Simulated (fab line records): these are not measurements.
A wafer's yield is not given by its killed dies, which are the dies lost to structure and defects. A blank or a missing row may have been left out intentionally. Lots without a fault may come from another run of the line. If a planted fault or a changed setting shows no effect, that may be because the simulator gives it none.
Split-lot experiment | flow n5-finfet | 39 wafers read across 7 lots, on a route 1938 steps long

SPLIT DETAILS
At N5_MOL_CONTACT_COAG_ALD_27 (deposits SiOC, target thk 17 nm, pulse time 1.5 s, time 2720 s), the setting ald-cycles was moved away from the recipe's 340 on 12 of the 39 wafers read, by +36.2% to +41.2%. This setting was run at the recipe's value on the other wafers.

The split's own step is where the reading is taken.

THE READING
SiOC_of_MOL_CONTACT_COAG_ALD_27.thk-nm (the simulator's own value, which no gauge read), in nm, at N5_MOL_CONTACT_COAG_ALD_27 (deposits SiOC, target thk 17 nm, pulse time 1.5 s, time 2720 s). There is no usual value for it anywhere in the file. Across the 27 wafers here that went through the recipe, the average is 17.0 nm and the standard deviation 0.076 nm.

wafer  | tool, chamber at the split | ald-cycles as run | against the recipe | SiOC_of_MOL_CONTACT_COAG_ALD_27.thk-nm, nm | against lot-mates on the recipe
L075.2 | ald-sin-01, 0,2,0          | 340               | recipe             | 17                                         | -
L075.4 | ald-sin-01, 0,2,0          | 340               | recipe             | 17                                         | -
L075.5 | ald-sin-01, 0,2,0          | 340               | recipe             | 17                                         | -
L076.1 | ald-sin-04, 1,2,3          | 340               | recipe             | 17                                         | -
L076.3 | ald-sin-04, 1,2,3          | 340               | recipe             | 17                                         | -
L076.4 | ald-sin-04, 1,2,3          | 340               | recipe             | 17                                         | -
L076.2 | ald-sin-04, 0,0,3          | 480               | +41.2%             | 24                                         | +7.0
L076.5 | ald-sin-04, 0,0,3          | 480               | +41.2%             | 24                                         | +7.0
L076.6 | ald-sin-04, 0,0,3          | 480               | +41.2%             | 24                                         | +7.0
L080.1 | ald-sin-01, 2,0            | 474               | +39.4%             | 23.6                                       | +6.7
L080.6 | ald-sin-01, 2,0            | 474               | +39.4%             | 23.6                                       | +6.7
L080.2 | ald-sin-01, 0,1            | 340               | recipe             | 17                                         | -
L080.5 | ald-sin-01, 0,1            | 340               | recipe             | 17                                         | -
L080.3 | ald-sin-01, 1              | 340               | recipe             | 16.8                                       | -
L080.4 | ald-sin-01, 3              | 474               | +39.4%             | 23.8                                       | +6.9
L085.1 | ald-sin-01, 1,2,0,0,1      | 340               | recipe             | 17                                         | -
L085.3 | ald-sin-01, 1,2,0,0,1      | 340               | recipe             | 17                                         | -
L085.4 | ald-sin-01, 1,2,0,0,1      | 340               | recipe             | 17                                         | -
L085.5 | ald-sin-01, 1,2,0,0,1      | 340               | recipe             | 17                                         | -
L085.6 | ald-sin-01, 1,2,0,0,1      | 340               | recipe             | 17                                         | -
L085.2 | ald-sin-01, 3              | 340               | recipe             | 17.2                                       | -
L087.1 | ald-sin-03, 2,0,2          | 463               | +36.2%             | 23.2                                       | +6.2
L087.3 | ald-sin-03, 2,0,2          | 463               | +36.2%             | 23.2                                       | +6.2
L087.4 | ald-sin-03, 2,0,2          | 463               | +36.2%             | 23.2                                       | +6.2
L087.2 | ald-sin-03, 3,0,3          | 340               | recipe             | 17                                         | -
L087.5 | ald-sin-03, 3,0,3          | 340               | recipe             | 17                                         | -
L087.6 | ald-sin-03, 3,0,3          | 340               | recipe             | 17                                         | -
L090.1 | ald-sin-03, 3,0,1,3        | 340               | recipe             | 17                                         | -
L090.3 | ald-sin-03, 3,0,1,3        | 340               | recipe             | 17                                         | -
L090.4 | ald-sin-03, 3,0,1,3        | 340               | recipe             | 17                                         | -
L090.5 | ald-sin-03, 3,0,1,3        | 340               | recipe             | 17                                         | -
L090.2 | ald-sin-03, 2              | 340               | recipe             | 17.2                                       | -
L090.6 | ald-sin-03, 2              | 340               | recipe             | 17.2                                       | -
L091.1 | ald-sin-03, 1,3,2          | 340               | recipe             | 17                                         | -
L091.3 | ald-sin-03, 1,3,2          | 340               | recipe             | 17                                         | -
L091.5 | ald-sin-03, 1,3,2          | 340               | recipe             | 17                                         | -
L091.2 | ald-sin-03, 2,3            | 478               | +40.6%             | 24                                         | +7.0
L091.6 | ald-sin-03, 2,3            | 478               | +40.6%             | 24                                         | +7.0
L091.4 | ald-sin-03, 0              | 478               | +40.6%             | 23.8                                       | +6.8
The file does not say which wafer passed through which chamber wherever a row lists several chambers: such a row stands for several wafers.

THE FIT
A straight line over all 39 wafers: SiOC_of_MOL_CONTACT_COAG_ALD_27.thk-nm changes by +0.17 nm for each +1% of ald-cycles; r = +1.00; the points scatter about the line by 0.077 nm.
The same after taking each lot's own level away (the mean of its wafers on the recipe; 39 wafers): +0.171 nm for each +1%; r = +1.00; scatter 0.068 nm.
On that fit, the largest move of ald-cycles shifts the reading by 7 nm.
The span of the lots' own levels, 16.93 to 17.07 nm, comes to 1.8 times the standard deviation stated above.
So the lot-to-lot level changes the slope little: the two slopes agree.
Check: +7.03 nm against its lot-mates is what the line predicts for one of the wafers moved furthest among these (+41.2%) when that wafer is left out of the fit. It came out at +7 nm against them.

THE OTHER SPLITS THESE WAFERS WENT THROUGH
Note: prior to the reading, these wafers also went through further splits. Each is held against what the fit with the lots' levels taken away leaves over:
other split on the same wafers          | wafers away from the commonest value | r with SiOC_of_MOL_CONTACT_COAG_ALD_27.thk-nm (lot level and that fit taken away)
N5_FIN_SAQP_PECVD_06 time-s             | 9                                    | +0.05
N5_FIN_SAQP_SPACER2_ALD_28 target-thk-a | 18                                   | -0.06
N5_SDB_ETCH_18 time-s                   | 12                                   | +0.16

FILE'S OWN FIT
SiOC_of_MOL_CONTACT_COAG_ALD_27.thk-nm changes by +0.171 nm for each +1% of ald-cycles, r = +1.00.
